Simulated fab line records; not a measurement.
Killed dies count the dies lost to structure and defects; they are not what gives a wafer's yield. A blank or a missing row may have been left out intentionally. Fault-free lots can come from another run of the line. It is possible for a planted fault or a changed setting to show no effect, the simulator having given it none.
Matching of chambers :: flow n5_finfet :: cmp-01 running N5_GATE_CUT_CMP_43: 4 sister chambers
The step polishes SiO2. 14 wafers are shown with their chamber, then 7 later ones without.

EACH WAFER AND ITS CHAMBER
wafer: L082.1
chamber: 1
motor_current_A (A): 12.0
edge_zone_pressure_frac: 0.994

wafer: L082.4
chamber: 2
motor_current_A (A): 10.4
edge_zone_pressure_frac: 0.996

wafer: L082.6
chamber: 0
motor_current_A (A): 13.5
edge_zone_pressure_frac: 1.000

wafer: L084.3
chamber: 1
motor_current_A (A): 11.8
edge_zone_pressure_frac: 1.006

wafer: L084.5
chamber: 2
motor_current_A (A): 10.6
edge_zone_pressure_frac: 0.995

wafer: L084.6
chamber: 1
motor_current_A (A): 11.9
edge_zone_pressure_frac: 0.999

wafer: L085.2
chamber: 0
motor_current_A (A): 12.5
edge_zone_pressure_frac: 1.003

wafer: L085.4
chamber: 1
motor_current_A (A): 12.2
edge_zone_pressure_frac: 1.000

wafer: L085.6
chamber: 3
motor_current_A (A): 12.2
edge_zone_pressure_frac: 1.009

wafer: L088.2
chamber: 0
motor_current_A (A): 12.9
edge_zone_pressure_frac: 1.002

wafer: L088.3
chamber: 2
motor_current_A (A): 10.0
edge_zone_pressure_frac: 0.996

wafer: L088.5
chamber: 3
motor_current_A (A): 11.7
edge_zone_pressure_frac: 0.998

wafer: L094.2
chamber: 0
motor_current_A (A): 11.7
edge_zone_pressure_frac: 1.002

wafer: L094.3
chamber: 2
motor_current_A (A): 10.6
edge_zone_pressure_frac: 0.996

SIGNATURES (averages over the wafers above)
reading: motor_current_A
chamber 0: 12.650
chamber 1: 11.975
chamber 2: 10.400
chamber 3: 11.950
scatter within a chamber: 0.465

reading: edge_zone_pressure_frac
chamber 0: 1.00175
chamber 1: 0.99975
chamber 2: 0.99575
chamber 3: 1.00350
scatter within a chamber: 0.00372
Rule: for a wafer and a chamber, the distance is found by dividing, reading by reading, the gap between the wafer's reading and the chamber's mean by the reading's scatter, squaring, summing and taking the root. If the next closest chamber is less than 2 further off than the closest, the wafer can't be placed; otherwise it belongs to the closest. The scatter is the square root of a quotient: the sum, over the shown wafers, of each reading's squared deviation from its chamber's mean, divided by wafers minus chambers.

WAFERS WHOSE CHAMBER IS MISSING
wafer: L094.4
motor_current_A (A): 12.9
edge_zone_pressure_frac: 1.004

wafer: L095.1
motor_current_A (A): 11.5
edge_zone_pressure_frac: 1.001

wafer: L095.3
motor_current_A (A): 12.6
edge_zone_pressure_frac: 1.001

wafer: L095.4
motor_current_A (A): 11.6
edge_zone_pressure_frac: 0.999

wafer: L096.2
motor_current_A (A): 12.2
edge_zone_pressure_frac: 1.000

wafer: L096.3
motor_current_A (A): 12.5
edge_zone_pressure_frac: 0.996

wafer: L096.6
motor_current_A (A): 12.9
edge_zone_pressure_frac: 0.995

EACH ONE'S CHAMBER
wafer: L094.4
from the rows above: can't be placed: 0 or 3 or 1
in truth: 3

wafer: L095.1
from the rows above: can't be placed: 1 or 3 or 0 or 2
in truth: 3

wafer: L095.3
from the rows above: can't be placed: 0 or 1 or 3
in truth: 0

wafer: L095.4
from the rows above: can't be placed: 1 or 3 or 0 or 2
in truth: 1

wafer: L096.2
from the rows above: can't be placed: 1 or 0 or 3
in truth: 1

wafer: L096.3
from the rows above: can't be placed: 1 or 0 or 3
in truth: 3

wafer: L096.6
from the rows above: can't be placed: 0 or 1 or 3
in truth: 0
Placed correctly: 0 of 7. From these rows, 7 cannot be placed; in 7 the true chamber is one of the candidates. Placed wrongly: 0.
